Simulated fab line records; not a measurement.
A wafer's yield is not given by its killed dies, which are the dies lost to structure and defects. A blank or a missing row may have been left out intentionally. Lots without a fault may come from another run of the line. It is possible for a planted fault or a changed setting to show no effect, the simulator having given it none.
Code-filled problem report in 8D (eight disciplines) form    flow nand-harc    the parts of the form that need people (team, actions taken, sign-off) are left out

== 1. WHAT IS WRONG ==
Mean of thk-nm at NHARC_A_ONON_D1_THK_MEAS_05: 1524 nm across 6 wafers in 2 lots; on wafers with no fault it is 998 nm (standard deviation 13). Relative to the usual mean, that is a shift of +40 standard deviations.
The step: measures by ellipsometry.
First observed at day 10 20:37: wafer L367.1, on film-metro-01. The record has a number at this step for 36 wafers belonging to 12 lots. Rule for "out" (also "out of limits"): further than 4 standard deviations from the usual mean. The rest of the wafers with a number are treated as sound.

== 2. WHAT IT IS; WHAT IT IS NOT ==
question                     is                      is not
which readings at this step  thk-nm                  -
which lots                   L367, L368              L359, L360, L371, L374, L375, L376, L377, L380, L381, L382
which wafers of those lots   all that have a number  -
read on which gauges         film-metro-01           film-metro-02
when                         from day 10 20:37       up to then (6 sound wafers); but 24 sound wafers of L371, L374, L375, L376, L377, L380, L381, L382 came after

== 3. WHAT RULES OUT EACH SUSPECT ==
Counting: a tool at any process step up to the reading remains a suspect when it ran all the lots that are out and ran no sound lot after the first of those.
- ruled out: the gauge at NHARC_A_ONON_D1_THK_MEAS_05. All the wafers that are out were read on film-metro-01, but those of them that NHARC_END_SORT_01 has rows for are out there too, on other tools.
- rie-diel-12 at NHARC_P_BONDPAD_ETCH_37 (etches the open film in N2/H2, target depth 60 nm, overetch 18 nm, time 65.91 s): ruled out as a lasting fault. After its first lot that is out, L367 (day 9 21:01), sound lots L371, L376, L377, L382 ran on it.
- rie-diel-12 at NHARC_P_BONDPAD_ACTIVATE_29 (chemistry N2, time 60 s): ruled out as a lasting fault. After its first lot that is out, L367 (day 9 23:33), sound lots L375, L377, L382 ran on it.
- pecvd-onon-02 at NHARC_A_ONON_D1_DEP_03 (target thk 1000 nm): ruled out as a lasting fault. After its first lot that is out, L367 (day 10 20:06), sound lots L382 ran on it.
Left after counting: nothing in the record.

== 4. THE CAUSE (what the simulator had put in) ==
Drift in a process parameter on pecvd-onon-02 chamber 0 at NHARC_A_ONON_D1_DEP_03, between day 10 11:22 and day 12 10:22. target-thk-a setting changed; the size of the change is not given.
The count ruled it out by mistake, since the rule takes a fault to strike every lot its tool runs from the start of the fault on, and this one did not do so.

== 5. THE EFFECT CHAIN, in route order ==
One row per reading whose mean, taken over the struck wafers that have a number, lies over 3 standard deviations from the usual. Scope: only readings with a usual standard deviation given in the record; hours: median across lots of the time from each lot's start at the first step in this table that gives one to its start at this step; sigmas: change in usual standard deviations.
hours  step                         reading          usual   on struck wafers  change  sigmas
0      NHARC_A_ONON_D1_THK_MEAS_05  thk-nm           998 nm  1524              +526    +40
391    NHARC_END_SORT_01            killed-at-array  61      671               +610    +25
391    NHARC_END_SORT_01            killed-dies      66      677               +611    +27

== 6. HOW IT WOULD HAVE BEEN CAUGHT EARLIER ==
The first out-of-limits reading at a measuring or inspecting step in this record came at day 10 20:37, 9 hours after the fault's start at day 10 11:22.
